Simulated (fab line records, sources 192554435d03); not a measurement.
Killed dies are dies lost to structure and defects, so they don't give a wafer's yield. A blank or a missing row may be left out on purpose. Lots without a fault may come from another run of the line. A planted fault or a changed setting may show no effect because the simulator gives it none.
Chamber matching | flow n5_finfet | N5_MOL_CONTACT_COAG_ETCH_105 on rie_diel-05: 4 sister chambers
The step etches SiARC in CF4, target depth 15.6 nm, time 26 s. 4 wafers are shown with their chamber, then 12 later ones without.

WAFERS WITH THEIR CHAMBER
wafer  | chamber | drypump_motor_current_A (A)
L088.5 | 0       | 5.8
L088.6 | 1       | 5.1
L091.3 | 3       | 6.5
L091.5 | 2       | 5.5

WAFERS WITHOUT THEIR CHAMBER
wafer  | drypump_motor_current_A (A)
L094.1 | 6.5
L094.5 | 6.5
L094.6 | 5.5
L095.1 | 5.8
L095.2 | 6.5
L095.4 | 5.5
L096.2 | 5.8
L096.3 | 6.5
L096.5 | 6.5
L097.1 | 5.8
L097.3 | 6.5
L097.5 | 5.2

WHICH CHAMBER EACH WENT THROUGH
wafer  | from the rows above | in truth
L094.1 | 3                   | 3
L094.5 | 3                   | 3
L094.6 | 2                   | 2
L095.1 | 0                   | 0
L095.2 | 3                   | 3
L095.4 | 2                   | 2
L096.2 | 0                   | 0
L096.3 | 3                   | 3
L096.5 | 3                   | 3
L097.1 | 0                   | 0
L097.3 | 3                   | 3
L097.5 | 1                   | 1
Placed correctly: 12 of 12. Can't be placed from these rows: 0. Placed wrongly: 0.
How it was worked out, from the rows above alone: a wafer's distance from a chamber is the root of the sum, over the readings, of the square of ((its reading less the chamber's mean) divided by the reading's scatter). The wafer belongs to the nearest chamber; if the next one is less than 2 further off, it can't be placed. A chamber's mean is the mean of its shown wafers. The scatter: with one shown wafer a chamber, the root of the mean of the squares of how far each hidden wafer lies from its nearest shown one.
